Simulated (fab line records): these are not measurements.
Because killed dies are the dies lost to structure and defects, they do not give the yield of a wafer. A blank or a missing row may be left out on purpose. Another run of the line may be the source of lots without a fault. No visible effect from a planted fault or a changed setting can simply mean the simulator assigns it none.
fab line records ; flow n5Finfet
record: lots: 5; wafers: 14; lastDay: 18
route steps=1938 shown BEOL_M15@1819 PASS1_DEP@1831 MIM_BOT@1832 MIM_TOP@1834 MIM_TOP_LITHO@1839 MIM_TOP_ETCH@1851 MIM_BOT_LITHO@1854 MIM_BOT_ETCH@1868 PASSIVATION@1936
lots that met no fault: from a run of the same line without faults
startH: start of the lot's first displayed wafer, in hours after the record's first day ; waitH: time in hours since the lot's previous step ; " as in the row above ; L1.1+2: one row covering several wafers at once ; - no value present, or no start provided ; * or withheld: withheld ; < > ~ a bound
route shown NAME@n: names a module that has steps shown in the file, with the first one's number in the route ; usual: average and standard deviation across the fault-free wafers ; same: alike in all rows ; chamber/n: place in a boat ; sites: per-site readings ; _std_site: their standard deviation ; _edge_site: outer sites' mean less inner sites' ; radiusMm: how far each site lies from the wafer's centre ; mask NAME#n: copy n ; behind: the most recent tool/chamber to have shaped the wafer ; hold: what put the lot on hold/how long, in hours/how the hold closed ; device: transistor that didn't switch, given as n, p or np ; end of line: tests of these same wafers at the route's end ; for a step that has no rows: nothing shown but its recipe ; killed: dies that structure and defects cost at the first sort, which is not the same as the wafer's yield ; map: a wafer's dies, x killed, . not, _ none there
set.NAME: setting as actually run; set.NAME@STEP: the setting as run at that earlier step ; model.NAME: the simulator's own value behind a step, which no gauge read
lots at selected steps of the route; one table per step, one row per wafer
services: from which hour (startH, from the record's first day; less than 0 if before it) a tool's chamber was out of use, for how many hours, and why
== steps ==
step: N5_BEOL_M15_SPUTTER_43
recipe: material: TaN; targetThkA: 150; tempC: 50; biasV: 168.6; powerW: 15000; chamberPressurePa: 0.12; timeS: 24.19
usual: throttleValvePct: 30.1/0.7
lot.wafer;tool;chamber;startH;waitH;throttleValvePct
L646.2;pvdSputter-03;-;272.03;0.0;28.9
L646.4;pvdSputter-03;-;272.03;0.0;28.8
L646.6;pvdSputter-03;-;272.03;0.0;29.3
L650.3;pvdSputter-02;-;298.70;0.0;30.9
L650.4;pvdSputter-02;-;298.70;0.0;30.0
L650.6;pvdSputter-02;-;298.70;0.0;30.7
L656.1;pvdSputter-03;-;320.32;0.0;30.0
L656.2;pvdSputter-03;-;320.32;0.0;30.7
L666.2;pvdSputter-02;-;402.74;0.0;30.3
L666.4;pvdSputter-02;-;402.74;0.0;29.5
L666.5;pvdSputter-02;-;402.74;0.0;29.7
L665.1;pvdSputter-02;-;406.54;0.0;29.7
L665.2;pvdSputter-02;-;406.54;0.0;30.0
L665.4;pvdSputter-02;-;406.54;0.0;30.9
step: N5_BEOL_M15_SPUTTER_44
recipe: material: Ta; targetThkA: 150; tempC: 50; biasV: 80; powerW: 15000; chamberPressurePa: 0.07; timeS: 24.19
step: N5_BEOL_M15_SPUTTER_45
recipe: material: Cu; targetThkA: 1000; tempC: -20; biasV: 60; powerW: 26000; chamberPressurePa: 0.13; timeS: 16.67
step: N5_BEOL_M15_ECD_47
recipe: material: Cu; targetThkA: 18600
step: N5_BEOL_M15_ANNEAL_48
recipe: tempC: 225; timeS: 90; ambient: N2
usual: wafer_temp_C_max: 226.3/0.71
lot.wafer;tool;chamber;startH;waitH;wafer_temp_C_max
L646.2;rtpAnneal-01;0;273.02;0.6;225.9
L646.4;rtpAnneal-01;0;273.02;0.6;225.6
L646.6;rtpAnneal-01;0;273.02;0.6;225.6
L650.3;rtpAnneal-01;0;299.31;0.2;225.6
L650.4;rtpAnneal-01;0;299.31;0.2;225.3
L650.6;rtpAnneal-01;0;299.31;0.2;225.5
L656.1;rtpAnneal-02;0;320.84;0.2;227.2
L656.2;rtpAnneal-02;0;320.84;0.2;226.6
L666.2;rtpAnneal-02;0;403.30;0.2;226.6
L666.4;rtpAnneal-02;0;403.30;0.2;226.5
L666.5;rtpAnneal-02;0;403.30;0.2;226.5
L665.1;rtpAnneal-01;0;407.06;0.2;225.4
L665.2;rtpAnneal-01;0;407.06;0.2;225.5
L665.4;rtpAnneal-01;0;407.06;0.2;225.7
step: N5_BEOL_M15_CMP_49
recipe: stopOn: SiO2; tOverpolishS: 4.9; downForcePsi: 2; platenRpm: 80; clearingPlatenDownForcePsi: 2; clearingPlatenRpm: 80; postCmpClean: cuAlkaline; targetThkNm: 850; clearingPlatenPadVelocityMS: 1.5917; padVelocityMS: 1.5917
step: N5_BEOL_M15_THK_MEAS_50
recipe: thkMeasGauge: xrf; reads: Cu_of_BEOL_M15_ECD_47
usual: M15_THK: 869/24
lot.wafer;tool;chamber;startH;waitH;M15_THK[nm]
L646.2;filmMetro-01;-;273.57;-;861
L646.4;filmMetro-01;-;273.57;-;882
L646.6;filmMetro-01;-;273.57;-;857
L650.3;filmMetro-01;-;299.81;-;892
L650.4;filmMetro-01;-;299.81;-;885
L650.6;filmMetro-01;-;299.81;-;878
L656.1;filmMetro-02;-;321.43;-;833
L656.2;filmMetro-02;-;321.43;-;863
L666.2;filmMetro-01;-;403.85;-;886
L666.4;filmMetro-01;-;403.85;-;887
L666.5;filmMetro-01;-;403.85;-;906
L665.1;filmMetro-01;-;407.65;-;861
L665.2;filmMetro-01;-;407.65;-;892
L665.4;filmMetro-01;-;407.65;-;869
step: N5_BEOL_M15_PRE_CLEAN_52
recipe: gas: NH3; timeS: 15; tempC: withheld; rfPowerW: 300
step: N5_BEOL_M15_DEP_53
recipe: material: SiCN; targetThkA: 500; tempC: withheld; precursor: 3MS/NH3; pressureTorr: 3; rfW: 675; timeS: 17.8
step: N5_BEOL_M15_RS_MEAS_54
recipe: thkMeasGauge: four-point-probe; reads: Cu_of_BEOL_M15_ECD_47+Ta_of_BEOL_M15_SPUTTER_44+TaN_of_BEOL_M15_SPUTTER_43
usual: M15_RS: 0.0215/0.00048
lot.wafer;tool;chamber;startH;waitH;M15_RS[ohm/sq]
L646.2;filmMetro-01;-;273.70;0.1;0.0217
L646.4;filmMetro-01;-;273.70;0.1;0.0213
L646.6;filmMetro-01;-;273.70;0.1;0.0220
L650.3;filmMetro-01;-;299.94;0.1;0.0209
L650.4;filmMetro-01;-;299.94;0.1;0.0212
L650.6;filmMetro-01;-;299.94;0.1;0.0214
L656.1;filmMetro-02;-;321.56;0.0;0.0222
L656.2;filmMetro-02;-;321.56;0.0;0.0213
L666.2;filmMetro-02;-;404.01;0.1;0.0214
L666.4;filmMetro-02;-;404.01;0.1;0.0213
L666.5;filmMetro-02;-;404.01;0.1;0.0209
L665.1;filmMetro-02;-;407.78;0.0;0.0218
L665.2;filmMetro-02;-;407.78;0.0;0.0210
L665.4;filmMetro-02;-;407.78;0.0;0.0215
step: N5_BEOL_M15_INSPECT_55
recipe: inspectInstrument: darkfield; mode: postDep
usual: rawDefectCount: 74/24
lot.wafer;tool;chamber;startH;waitH;rawDefectCount
L646.2;defectInspect-01;-;273.72;0.0;61
L646.4;defectInspect-01;-;273.72;0.0;38
L646.6;defectInspect-01;-;273.72;0.0;52
L650.3;defectInspect-01;-;299.97;0.0;56
L650.4;defectInspect-01;-;299.97;0.0;47
L650.6;defectInspect-01;-;299.97;0.0;47
L656.1;defectInspect-01;-;321.59;0.0;84
L656.2;defectInspect-01;-;321.59;0.0;68
L666.2;defectInspect-01;-;404.03;0.0;92
L666.4;defectInspect-01;-;404.03;0.0;97
L666.5;defectInspect-01;-;404.03;0.0;111
L665.1;defectInspect-02;-;407.80;0.0;73
L665.2;defectInspect-02;-;407.80;0.0;69
L665.4;defectInspect-02;-;407.80;0.0;61
step: N5_BEOL_M15_RC_MEAS_101
usual: COMB_M10: 1.5e-11/3.1e-12; COMB_M11: 1.5e-11/3.1e-12; COMB_M12: 6.6e-12/1.5e-12; COMB_M13: 4.9e-12/1e-12; COMB_M14: 3.8e-12/8e-13; COMB_M15: 2.6e-12/6.8e-13; COMB_M5: 3.6e-11/7.7e-12; COMB_M6: 2.6e-11/4.7e-12; COMB_M7: 2.5e-11/4.8e-12; COMB_M8: 2.5e-11/5.1e-12; COMB_M9: 1.5e-11/3.8e-12; SERP_M10: 3.05/0.077; SERP_M11: 3.05/0.093; SERP_M12: 0.636/0.016; SERP_M13: 0.305/0.0072; SERP_M14: 0.159/0.0035; SERP_M5: 39.7/2; SERP_M6: 13.9/0.51; SERP_M6_max_site: 14.5/0.6; SERP_M7: 13.8/0.61; SERP_M8: 13.9/0.53; SERP_M9: 3.08/0.093; SERP_M9_max_site: 3.18/0.096
lot.wafer;tool;chamber;startH;waitH;COMB_M10[S/m];COMB_M11[S/m];COMB_M12[S/m];COMB_M13[S/m];COMB_M14[S/m];COMB_M15[S/m];COMB_M5[S/m];COMB_M6[S/m];COMB_M7[S/m];COMB_M8[S/m];COMB_M9[S/m];SERP_M10[ohm/um];SERP_M11[ohm/um];SERP_M12[ohm/um];SERP_M13[ohm/um];SERP_M14[ohm/um];SERP_M5[ohm/um];SERP_M6[ohm/um];SERP_M6_max_site[ohm/um];SERP_M7[ohm/um];SERP_M8[ohm/um];SERP_M9[ohm/um];SERP_M9_max_site[ohm/um]
L646.2;prober-01;0;273.90;0.2;1.4e-11;1.5e-11;5.9e-12;3.9e-12;4.6e-12;2.5e-12;2.9e-11;4e-11;2.8e-11;2.3e-11;2.3e-11;3.05;3.09;0.622;0.300;0.162;39.4;13.8;14.4;14.1;13.8;3.05;3.11
L646.4;prober-01;0;273.90;0.2;1.1e-11;2.4e-11;6.3e-12;4.9e-12;4.2e-12;2.3e-12;3.8e-11;3.8e-11;2.5e-11;2.2e-11;2.6e-11;3.03;3.08;0.619;0.304;0.158;38.1;13.0;13.7;14.6;14.9;3.23;3.28
L646.6;prober-01;0;273.90;0.2;1.4e-11;1.6e-11;7.6e-12;5.8e-12;4e-12;2.5e-12;3.9e-11;2.7e-11;2.2e-11;3e-11;2.1e-11;3.07;3.21;0.630;0.316;0.155;37.0;14.1;14.6;14.1;14.5;3.21;3.33
L650.3;prober-02;0;300.30;0.3;1.3e-11;1.1e-11;6e-12;3.7e-12;2.5e-12;1.6e-12;3e-11;2.3e-11;2.5e-11;2e-11;1.8e-11;3.04;2.95;0.636;0.321;0.156;39.0;13.5;13.6;13.4;13.2;3.18;3.24
L650.4;prober-02;0;300.30;0.3;1.4e-11;1.8e-11;5e-12;4e-12;3.5e-12;2.1e-12;3.4e-11;2.6e-11;3.1e-11;3.3e-11;1.8e-11;3.16;3.08;0.627;0.320;0.159;42.1;13.1;13.4;13.4;13.0;3.04;3.16
L650.6;prober-02;0;300.30;0.3;1.2e-11;1.8e-11;6e-12;5.1e-12;2.3e-12;1.7e-12;3.5e-11;3e-11;2.2e-11;2.7e-11;1.7e-11;3.03;3.04;0.648;0.300;0.160;39.9;14.5;15.4;14.1;12.8;3.10;3.15
L656.1;prober-01;0;321.61;0.0;1.7e-11;1.6e-11;6.9e-12;4.7e-12;3.5e-12;2.8e-12;4.1e-11;2.6e-11;2.4e-11;2.9e-11;2.5e-11;3.06;3.11;0.637;0.312;0.161;40.7;14.2;14.4;13.4;14.5;3.01;3.03
L656.2;prober-01;0;321.61;0.0;1.6e-11;1.5e-11;4.4e-12;7.2e-12;3.2e-12;3.4e-12;3.7e-11;2.3e-11;3.6e-11;2.7e-11;1.4e-11;3.08;3.03;0.623;0.306;0.162;39.5;13.3;14.5;13.2;14.8;3.27;3.34
L666.2;prober-01;0;404.21;0.2;1.5e-11;1.7e-11;6.9e-12;6.1e-12;4.3e-12;2.7e-12;2.7e-11;2.1e-11;1.8e-11;1.8e-11;9e-12;3.13;3.04;0.625;0.302;0.155;41.0;13.1;13.8;13.7;13.6;3.05;3.15
L666.4;prober-01;0;404.21;0.2;1.8e-11;1.4e-11;7.4e-12;4.6e-12;4e-12;2.5e-12;3e-11;2.4e-11;2.1e-11;2.9e-11;1e-11;3.05;3.14;0.630;0.301;0.152;42.3;13.7;14.0;14.6;13.2;3.06;3.14
L666.5;prober-01;0;404.21;0.2;1.5e-11;1.5e-11;1.04e-11;3.5e-12;3.8e-12;2.4e-12;2.9e-11;3.5e-11;3.4e-11;2.1e-11;1.3e-11;3.03;3.02;0.652;0.303;0.156;41.5;13.6;14.5;14.0;13.3;3.07;3.28
L665.1;prober-01;0;407.83;0.0;1.5e-11;1.5e-11;6.4e-12;6.2e-12;3.7e-12;3.2e-12;4.4e-11;2.4e-11;4.2e-11;2.4e-11;1.2e-11;3.07;3.03;0.633;0.305;0.157;41.0;14.5;15.1;13.5;13.5;3.03;3.13
L665.2;prober-01;0;407.83;0.0;1.6e-11;1.2e-11;6.2e-12;5.9e-12;4.3e-12;3e-12;3.5e-11;2.4e-11;2.5e-11;2.2e-11;1.5e-11;3.08;2.96;0.634;0.295;0.158;39.5;14.3;14.8;13.3;14.1;3.05;3.09
L665.4;prober-01;0;407.83;0.0;1.8e-11;1.3e-11;8.4e-12;6.1e-12;2.9e-12;3.6e-12;3.6e-11;2.1e-11;3.3e-11;2e-11;1.3e-11;3.10;2.93;0.630;0.305;0.153;37.8;14.5;14.7;13.3;13.1;2.97;3.03
step: N5_PASSIVATION_PECVD_00
recipe: material: SiO2; targetThkA: 2000; tempC: 400; precursor: SiH4/N2O; pressureTorr: 2.7; rfW: 608; timeS: 11.2
usual: heaterPowerOuterW: 394/69; heaterPowerW: 680/95; rfFwdPowerW: 601.7/2.4; showerheadPlenumPTorr: 8.12/0.073; throttleValvePct: 51.0/2
lot.wafer;tool;chamber;startH;waitH;heaterPowerOuterW;heaterPowerW;rfFwdPowerW;showerheadPlenumPTorr;sinceWetCleanH;throttleValvePct;model.SiO2_of_PASSIVATION_PECVD_00.thkNm
L646.2;pecvd-01;2;274.72;0.7;438;711;606.0;8.08;587;52.0;200.2
L646.4;pecvd-01;1;274.72;0.7;340;577;603.8;8.21;-;49.2;200.4
L646.6;pecvd-01;2;274.72;0.7;443;732;602.9;8.09;-;51.8;203.8
L650.3;pecvd-03;2;300.97;0.5;312;558;599.7;8.20;-;48.1;202.2
L650.4;pecvd-03;1;300.97;0.5;364;603;599.1;8.03;-;52.1;200.8
L650.6;pecvd-03;1;300.97;0.5;368;642;600.7;8.02;-;51.8;202.2
L656.1;pecvd-03;2;322.58;0.8;332;619;598.2;8.20;454;48.3;259.2
L656.2;pecvd-03;0;322.58;0.8;407;682;600.2;8.05;1208;50.3;200.8
L666.2;pecvd-01;2;405.02;0.7;469;765;607.3;8.11;717;52.9;198.8
L666.4;pecvd-01;0;405.02;0.7;365;673;597.8;8.14;-;51.8;199.2
L666.5;pecvd-01;2;405.02;0.7;475;757;605.6;8.11;-;53.0;200.4
L665.1;pecvd-01;0;408.80;0.8;354;654;600.6;8.16;1475;51.6;197.6
L665.2;pecvd-01;2;408.80;0.8;384;650;603.6;8.10;721;52.8;200.4
L665.4;pecvd-01;0;408.80;0.8;358;686;600.6;8.14;-;51.6;201
step: N5_MIM_BOT_DEGAS_01
recipe: ambient: vacuum; tempC: 300; timeS: 60
step: N5_MIM_BOT_SPUTTER_00
recipe: material: TiN; targetThkA: 350; tempC: 200; powerW: 3000; chamberPressurePa: 0.49996; gas: Ar; reactivePartialPa: 0.37997; timeS: 89.7
step: N5_MIM_TOP_ALD_00
recipe: material: Al2O3; targetThkA: *; tempC: withheld; aldPrecursorFamily: TMA; aldCoReactant: O3; pulseTimeS: withheld; purgeTimeS: 3; coReactantPurgeTimeS: withheld; coReactantPulseTimeS: 3; aldCycles: withheld
usual: precursorPulseHeightRel: 1.000/0.021
lot.wafer;tool;chamber;startH;waitH;precursorPulseHeightRel
L646.2;aldHk-03;2;275.65;0.1;1.036
L646.4;aldHk-03;1;275.65;0.1;0.977
L646.6;aldHk-03;3;275.65;0.1;1.021
L650.3;aldHk-03;2;301.82;0.1;0.990
L650.4;aldHk-03;1;301.82;0.1;1.018
L650.6;aldHk-03;2;301.82;0.1;0.964
L656.1;aldHk-02;0;324.36;0.1;0.998
L656.2;aldHk-02;3;324.36;0.1;0.978
L666.2;aldHk-03;1;406.26;0.1;1.000
L666.4;aldHk-03;0;406.26;0.1;0.961
L666.5;aldHk-03;1;406.26;0.1;1.030
L665.1;aldHk-03;3;411.14;0.1;0.974
L665.2;aldHk-03;2;411.14;0.1;1.003
L665.4;aldHk-03;1;411.14;0.1;0.991
step: N5_MIM_TOP_ALD_01
recipe: material: HfO2; targetThkA: 56; tempC: withheld; aldPrecursorFamily: Hf-amide; aldCoReactant: O3; pulseTimeS: 1; purgeTimeS: 3; coReactantPurgeTimeS: 2; coReactantPulseTimeS: 3; aldCycles: 62
step: N5_MIM_TOP_ALD_02
recipe: material: Al2O3; targetThkA: *; tempC: withheld; aldPrecursorFamily: TMA; aldCoReactant: O3; pulseTimeS: withheld; purgeTimeS: 3; coReactantPurgeTimeS: withheld; coReactantPulseTimeS: 3; aldCycles: withheld
step: N5_MIM_TOP_DEGAS_04
recipe: ambient: vacuum; tempC: 300; timeS: 60
step: N5_MIM_TOP_SPUTTER_03
recipe: material: TiN; targetThkA: 350; tempC: 200; powerW: 3000; chamberPressurePa: 0.49996; gas: Ar; reactivePartialPa: 0.37997; timeS: 89.7
usual: throttleValvePct: 30.2/0.8
lot.wafer;tool;chamber;startH;waitH;throttleValvePct
L646.2;pvdSputter-02;-;276.29;0.0;29.7
L646.4;pvdSputter-02;-;276.29;0.0;29.8
L646.6;pvdSputter-02;-;276.29;0.0;30.2
L650.3;pvdSputter-01;-;303.22;0.0;30.8
L650.4;pvdSputter-01;-;303.22;0.0;30.8
L650.6;pvdSputter-01;-;303.22;0.0;30.8
L656.1;pvdSputter-01;-;325.78;0.0;30.9
L656.2;pvdSputter-01;-;325.78;0.0;29.3
L666.2;pvdSputter-03;-;410.50;0.0;30.9
L666.4;pvdSputter-03;-;410.50;0.0;29.1
L666.5;pvdSputter-03;-;410.50;0.0;29.1
L665.1;pvdSputter-01;-;411.90;0.0;30.7
L665.2;pvdSputter-01;-;411.90;0.0;29.3
L665.4;pvdSputter-01;-;411.90;0.0;31.0
step: N5_MIM_TOP_LITHO_HMDS_01
recipe: timeS: 60; tempC: 120
step: N5_MIM_TOP_LITHO_COAT_02
recipe: spinRpm: *; resistThkNm: *
step: N5_MIM_TOP_LITHO_EBR_04
recipe: solvent: PGMEA; ebrWidthMm: 1.5
step: N5_MIM_TOP_LITHO_SOFTBAKE_03
recipe: tempC: 100; timeS: 90
step: N5_MIM_TOP_LITHO_EXPOSE_05
recipe: maskId: MIM_TOP; na: 0.55; sourceShape: conventional; sigmaOuter: 0.8; polarization: unpolarized; targetCdNm: 2000; doseMj: 20.5
step: N5_MIM_TOP_LITHO_PEB_06
recipe: pebTempC: withheld; pebTimeS: *
step: N5_MIM_TOP_LITHO_DEVELOP_07
recipe: developTimeS: 60; rinseLiquid: diw; dry: airSpin; devTempC: 21
step: N5_MIM_TOP_LITHO_HARDBAKE_09
recipe: tempC: 130; timeS: 120
step: N5_MIM_TOP_LITHO_CD_MEAS_08
recipe: targetCdNm: 2000; landingEnergyEv: 500; detector: seInlens
usual: cdNm: 2000.2/1.9
lot.wafer;tool;chamber;startH;waitH;cdNm
L646.2;cdSem-01;0;276.71;-;2001.2
L646.4;cdSem-01;0;276.71;-;2001.3
L646.6;cdSem-01;0;276.71;-;1998.8
L650.3;cdSem-01;0;303.61;-;2001.6
L650.4;cdSem-01;0;303.61;-;2001.7
L650.6;cdSem-01;0;303.61;-;2001.4
L656.1;cdSem-03;0;326.30;-;2002.1
L656.2;cdSem-03;0;326.30;-;2001.4
L666.2;cdSem-03;0;410.89;-;1998.4
L666.4;cdSem-03;0;410.89;-;1999.8
L666.5;cdSem-03;0;410.89;-;1996.4
L665.1;cdSem-01;0;412.29;-;2005.3
L665.2;cdSem-01;0;412.29;-;2005.3
L665.4;cdSem-01;0;412.29;-;2002.0
step: N5_MIM_TOP_LITHO_OVL_MEAS_11
recipe: pointsPerWafer: 44
usual: MIM_TOP_OVL: 0/5.5
lot.wafer;tool;chamber;startH;waitH;MIM_TOP_OVL[nm]
L646.2;overlay-02;0;276.74;0.0;-4
L646.4;overlay-02;0;276.74;0.0;-4
L646.6;overlay-02;0;276.74;0.0;-3
L650.3;overlay-02;0;303.64;0.0;1
L650.4;overlay-02;0;303.64;0.0;0
L650.6;overlay-02;0;303.64;0.0;-2
L656.1;overlay-01;0;326.33;0.0;6
L656.2;overlay-01;0;326.33;0.0;7
L666.2;overlay-01;0;410.92;0.0;2
L666.4;overlay-01;0;410.92;0.0;-1
L666.5;overlay-01;0;410.92;0.0;-5
L665.1;overlay-02;0;412.32;0.0;3
L665.2;overlay-02;0;412.32;0.0;2
L665.4;overlay-02;0;412.32;0.0;7
step: N5_MIM_TOP_LITHO_INSPECT_12
recipe: mode: adi; inspectInstrument: macro
usual: rawDefectCount: 2.1/1.4
lot.wafer;tool;chamber;startH;waitH;rawDefectCount
L646.2;defectInspect-02;-;276.76;0.0;1
L646.4;defectInspect-02;-;276.76;0.0;1
L646.6;defectInspect-02;-;276.76;0.0;0
L650.3;defectInspect-01;-;303.66;0.0;1
L650.4;defectInspect-01;-;303.66;0.0;1
L650.6;defectInspect-01;-;303.66;0.0;3
L656.1;defectInspect-01;-;326.35;0.0;3
L656.2;defectInspect-01;-;326.35;0.0;3
L666.2;defectInspect-01;-;410.95;0.0;5
L666.4;defectInspect-01;-;410.95;0.0;0
L666.5;defectInspect-01;-;410.95;0.0;2
L665.1;defectInspect-01;-;412.34;0.0;1
L665.2;defectInspect-01;-;412.34;0.0;1
L665.4;defectInspect-01;-;412.34;0.0;0
step: N5_MIM_TOP_LITHO_DESCUM_10
recipe: chemistry: O2; timeS: 7.9; sourcePowerW: 50; biasPowerW: 20; pressureMtorr: 20; rfFrequencyHz: 2.712e+07; tempC: 40; o2FlowSccm: 225
step: N5_MIM_TOP_ETCH_ETCH_00
recipe: chemistry: Cl2/BCl3; target: TiN; targetDepthA: 385; ionEnergyEv: 150; pressureMtorr: 10; icpW: 1000; biasW: 126; Cl2_flow_sccm: 53.25; bcl3FlowSccm: 21.75; Ar_flow_sccm: 25
step: N5_MIM_TOP_ETCH_STRIP_01
recipe: chemistry: O2; powerW: 600; tempC: 60; pressureMtorr: 30; rfFrequencyHz: 6e+07; biasPowerW: 0; overashFraction: 0.5; o2FlowSccm: 225
usual: drypumpMotorCurrentA: 5.7/0.56; oesProductAu: 0.80/0.089; rfVppV: 3.5/1.3; showerheadPlenumPTorr: 2.09/0.064; throttleValvePct: 16.66/0.25
lot.wafer;tool;chamber;startH;waitH;drypumpMotorCurrentA;oesProductAu;rfHoursCounterH;rfVppV;showerheadPlenumPTorr;throttleValvePct
L646.2;rieDiel-01;3;277.21;0.2;5.9;0.72;218;3.3;2.01;16.96
L646.4;rieDiel-01;0;277.21;0.2;5.2;0.74;175;4.2;2.09;17.02
L646.6;rieDiel-01;3;277.21;0.2;5.9;0.73;-;2.2;2.01;16.99
L650.3;rieDiel-03;1;303.92;0.1;5.7;0.87;61;7.1;2.13;16.49
L650.4;rieDiel-03;0;303.92;0.1;6.5;0.91;-;2.8;2.15;16.31
L650.6;rieDiel-03;2;303.92;0.1;6.6;0.92;-;2.2;2.06;16.59
L656.1;rieDiel-01;0;326.62;0.1;5.2;0.74;190;2.0;2.08;17.00
L656.2;rieDiel-01;1;326.62;0.1;4.9;0.69;238;3.7;2.14;16.71
L666.2;rieDiel-03;3;411.64;0.1;5.4;0.90;20;3.8;2.17;16.71
L666.4;rieDiel-03;2;411.64;0.1;6.6;0.85;47;6.3;2.06;16.67
L666.5;rieDiel-03;0;411.64;0.1;6.5;0.86;-;1.4;2.14;16.41
L665.1;rieDiel-01;2;412.60;0.1;6.0;0.72;160;2.5;2.07;16.65
L665.2;rieDiel-01;0;412.60;0.1;5.2;0.71;217;4.7;2.07;17.09
L665.4;rieDiel-01;1;412.60;0.1;4.9;0.91;-;2.6;2.13;16.20
step: N5_MIM_TOP_ETCH_PECVD_03
recipe: material: SiNx; targetThkA: 200; tempC: 400; precursor: SiH4/NH3/N2; pressureTorr: 1.5; rfW: 300; timeS: 17.6
step: N5_MIM_BOT_LITHO_HMDS_01
recipe: timeS: 60; tempC: 120
step: N5_MIM_BOT_LITHO_COAT_02
recipe: spinRpm: *; resistThkNm: *
step: N5_MIM_BOT_LITHO_EBR_04
recipe: solvent: PGMEA; ebrWidthMm: 1.5
step: N5_MIM_BOT_LITHO_SOFTBAKE_03
recipe: tempC: 100; timeS: 90
step: N5_MIM_BOT_LITHO_EXPOSE_05
recipe: maskId: MIM_BOT; na: 0.55; sourceShape: conventional; sigmaOuter: 0.8; polarization: unpolarized; doseMj: 24.25
step: N5_MIM_BOT_LITHO_PEB_06
recipe: pebTempC: withheld; pebTimeS: *
step: N5_MIM_BOT_LITHO_DEVELOP_07
recipe: developTimeS: 60; rinseLiquid: diw; dry: airSpin; devTempC: 21
step: N5_MIM_BOT_ETCH_ETCH_00
recipe: chemistry: Cl2/BCl3; target: TiN; targetDepthA: 455; ionEnergyEv: 150; pressureMtorr: 10; icpW: 1000; biasW: 126; Cl2_flow_sccm: 53.25; bcl3FlowSccm: 21.75; Ar_flow_sccm: 25
usual: drypumpMotorCurrentA: 5.97/0.28; oesProductAu: 0.82/0.097; rfFwdPowerW: 994/3.1; throttleValvePct: 21.94/0.2
lot.wafer;tool;chamber;startH;waitH;drypumpMotorCurrentA;oesProductAu;rfFwdPowerW;rfHoursCounterH;throttleValvePct;model.SiO2_of_PASSIVATION_PECVD_00.thkNm
L646.2;rieMetal-02;0;278.27;0.1;5.79;0.92;991;4;22.28;197.6
L646.4;rieMetal-02;1;278.27;0.1;5.47;0.60;997;-;22.10;197.8
L646.6;rieMetal-02;1;278.27;0.1;5.46;0.60;996;-;22.12;201.4
L650.3;rieMetal-03;1;304.85;0.1;6.02;0.75;990;-;21.99;199.8
L650.4;rieMetal-03;0;304.85;0.1;6.15;0.95;997;-;21.62;198.4
L650.6;rieMetal-03;0;304.85;0.1;6.14;0.95;992;-;21.62;199.6
L656.1;rieMetal-02;0;327.37;0.1;5.80;0.89;992;8;22.29;256.6
L656.2;rieMetal-02;1;327.37;0.1;5.46;0.95;987;1;21.96;198.4
L666.2;rieMetal-01;0;412.52;0.1;6.23;0.71;994;58;21.85;196.4
L666.4;rieMetal-01;1;412.52;0.1;6.20;0.85;994;-;21.91;196.6
L666.5;rieMetal-01;0;412.52;0.1;6.24;0.71;991;-;21.87;198
L665.1;rieMetal-03;1;413.38;0.1;5.99;0.73;992;55;22.02;195.2
L665.2;rieMetal-03;0;413.38;0.1;6.17;0.88;994;9;21.67;197.8
L665.4;rieMetal-03;1;413.38;0.1;5.98;0.73;995;-;22.00;198.4
step: N5_PASSIVATION_PROBE_49
usual: defectLimitedYield: 91.3/1.7; killed_at_M0_to_M3: 33/11; killed_at_M4_up: 14/5.5; killedAtContacts: 13/6.5; killedAtFrontEnd: 39/13; killedAtOther: 3.4/2.9; killedDies: 103/20; killedOpen: 69/15; killedShort: 32/8.1; sort_bin_5_function: 5.1/1.1; sort_bin_6_memory: 3.3/0.74; sortNPass: 1077/20; sortYieldPct: 91.3/1.7
same: grossDies: 1180; killedAtBackSide: 0; sort_bin_4_leakage[%]: 0; sort_bin_8_speed[%]: 0
lot.wafer;tool;chamber;startH;waitH;defectLimitedYield[%];killed_at_M0_to_M3;killed_at_M4_up;killedAtContacts;killedAtFrontEnd;killedAtOther;killedDies;killedOpen;killedShort;sort_bin_5_function[%];sort_bin_6_memory[%];sortNPass;sortYieldPct[%]
L650.3;prober-02;-;313.58;0.1;89.6;56;9;8;47;3;123;88;32;5.3;5.0;1057;89.6
killed by level:class
L650.3 STI_FIN_REVEAL:geometricParticle:open=20 BEOL_M0_SAQP:geometricParticle:open=15 FIN_SAQP:geometricParticle:open=8 BEOL_M0_SAQP:geometricParticle:short=8 FIN_SAQP:geometricParticle:short=7 BEOL_M3:geometricParticle:open=7 BEOL_M0:geometricParticle:open=7 MOL_CONTACT_COAG:geometricParticle:open=6
== services ==
tool;chamber;startH;hours;kind
rieDiel-03;2;266.47;4.2;repair
pecvd-01;-;268.67;0.6;repair
rieMetal-01;1;276.01;6.2;repair
aldHk-02;-;286.63;2.8;pm
rieDiel-01;-;294.76;1.2;repair
pecvd-01;1;312.13;-;calibration
rieMetal-02;0;320.82;3.8;repair
aldHk-02;-;325.56;0.2;repair
aldHk-02;-;329.09;0.6;repair
pvdSputter-01;-;336.32;11.7;repair
pecvd-03;1;339.16;4.0;repair
rieMetal-03;-;350.73;2.8;pm
pvdSputter-02;-;357.05;3.6;repair
rieDiel-03;-;357.61;13.2;repair
rieDiel-01;1;363.69;-;clean
rieDiel-01;1;363.69;-;consumableReplace:focusRing
rieDiel-01;1;363.69;20.8;scheduledDown
rieDiel-01;1;363.69;20.8;ventCycle
pvdSputter-03;-;367.80;5.5;repair
pecvd-01;1;397.46;5.5;scheduledDown
rieDiel-01;3;401.32;-;clean
rieDiel-01;3;401.32;-;consumableReplace:focusRing
rieDiel-01;3;401.32;-;consumableReplace:showerhead
pvdSputter-03;-;412.75;5.3;repair
== key ==
firstSign none at tools or gauges
modelEffect: step: N5_PASSIVATION_PECVD_00; value: SiO2_of_PASSIVATION_PECVD_00.thkNm; without: 200.2; struck: 259.2
modelEffect: step: N5_MIM_BOT_ETCH_ETCH_00; value: SiO2_of_PASSIVATION_PECVD_00.thkNm; without: 197.6; struck: 256.6
metAt N5_PASSIVATION_PECVD_00
struckWafers L656.1
onsetBetween 300.97 322.58
fault: kind: processParameterDrift; tool: pecvd-03; chamber: -; onsetH: 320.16; steps: N5_PASSIVATION_PECVD_00; channel: timeS; offset: *; shape: step; endH: 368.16; scope: struckWafersOnly; actsIn: *; stated: *
